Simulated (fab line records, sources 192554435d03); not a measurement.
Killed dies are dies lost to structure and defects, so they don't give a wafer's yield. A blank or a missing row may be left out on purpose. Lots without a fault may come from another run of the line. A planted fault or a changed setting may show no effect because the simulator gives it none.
Split-lot experiment | flow n5_finfet | 7 lots, 21 wafers read, on a route of 1938 steps

THE SPLIT
At N5_BEOL_M4_PECVD_72 (deposits SiO2 from TEOS/O2, target thk 16 nm, time 18 s), the setting time_s was moved away from the recipe's 18 s on 7 of the 21 wafers read, by -7.5% to +13.7%. The other wafers ran this setting at the recipe's value.

The reading is taken at the split's own step.

THE READING
SiO2_of_BEOL_M4_PECVD_72.thk_nm (the simulator's own value, which no gauge read), in nm, at N5_BEOL_M4_PECVD_72 (deposits SiO2 from TEOS/O2, target thk 16 nm, time 18 s). The file gives no usual value for it. The 14 wafers here that ran the recipe average 15.8 nm, standard deviation 0.19 nm.

wafer  | tool, chamber at the split | time_s as run, s | against the recipe | SiO2_of_BEOL_M4_PECVD_72.thk_nm, nm | against lot-mates on the recipe
L074.3 | pecvd-04, 2                | 19.65            | +9.2%              | 17.2                                | +1.5
L074.4 | pecvd-04, 1                | 18               | recipe             | 15.6                                | -
L074.6 | pecvd-04, 2                | 18               | recipe             | 15.8                                | -
L082.3 | pecvd-04, 0                | 18               | recipe             | 15.6                                | -
L082.4 | pecvd-04, 2,0              | 18               | recipe             | 16                                  | -
L082.5 | pecvd-04, 2,0              | 18               | recipe             | 16                                  | -
L084.2 | pecvd-03, 1,0              | 18               | recipe             | 15.6                                | -
L084.6 | pecvd-03, 1,0              | 18               | recipe             | 15.6                                | -
L084.5 | pecvd-03, 1                | 18               | recipe             | 15.8                                | -
L087.2 | pecvd-03, 1                | 20.46            | +13.7%             | 17.8                                | +1.8
L087.3 | pecvd-03, 0                | 20.46            | +13.7%             | 18                                  | +2.0
L087.4 | pecvd-03, 1                | 18               | recipe             | 16                                  | -
L089.3 | pecvd-04, 2                | 19.4             | +7.8%              | 17.4                                | +1.6
L089.4 | pecvd-04, 2                | 19.4             | +7.8%              | 17.4                                | +1.6
L089.6 | pecvd-04, 1                | 18               | recipe             | 15.8                                | -
L096.1 | pecvd-02, 2                | 18               | recipe             | 16.2                                | -
L096.2 | pecvd-02, 1                | 19.87            | +10.4%             | 17.2                                | +1.2
L096.6 | pecvd-02, 1                | 18               | recipe             | 15.8                                | -
L097.4 | pecvd-04, 2                | 16.65            | -7.5%              | 14.8                                | -1.0
L097.5 | pecvd-04, 1                | 18               | recipe             | 15.6                                | -
L097.6 | pecvd-04, 0                | 18               | recipe             | 16                                  | -
Where a row lists several chambers, the file gives one row for several wafers and doesn't say which wafer went through which chamber.

THE FIT
A straight line over all 21 wafers: SiO2_of_BEOL_M4_PECVD_72.thk_nm changes by +0.155 nm for each +1% of time_s; r = +0.97; the points scatter about the line by 0.22 nm.
The same after taking each lot's own level away (the mean of its wafers on the recipe; 21 wafers): +0.147 nm for each +1%; r = +0.97; scatter 0.22 nm.
On that fit, the largest move of time_s shifts the reading by 2 nm.
The lots' own levels span 15.67 to 16.00 nm, that is 1.7 times the standard deviation above.
So the lot-to-lot level changes the slope little: the two slopes agree.
Check: with one of the wafers moved furthest among these (+13.7%) left out of the fit, the line predicts +2.11 nm for it against its lot-mates. It came out at +1.8 nm against them.

OTHER SPLITS ON THESE WAFERS
These wafers also went through other splits before the reading. Each is held against what the fit with the lots' levels taken away leaves over:
other split on the same wafers        | wafers away from the commonest value | r with SiO2_of_BEOL_M4_PECVD_72.thk_nm (lot level and that fit taken away)
N5_MOL_CONTACT_COAG_EXPOSE_05 dose_mj | 8                                    | -0.11
N5_BEOL_M0_SAQP_ETCH_107 bias_w       | 8                                    | +0.16
N5_BEOL_M1_ETCH_77 source_w           | 8                                    | -0.40
N5_BEOL_M1_TRENCH_ETCH_37 source_w    | 7                                    | -0.15
N5_BEOL_M2_COAT_22 spin_rpm           | 8                                    | -0.16

THE FILE'S OWN FIT
SiO2_of_BEOL_M4_PECVD_72.thk_nm changes by +0.146 nm for each +1% of time_s, r = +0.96.
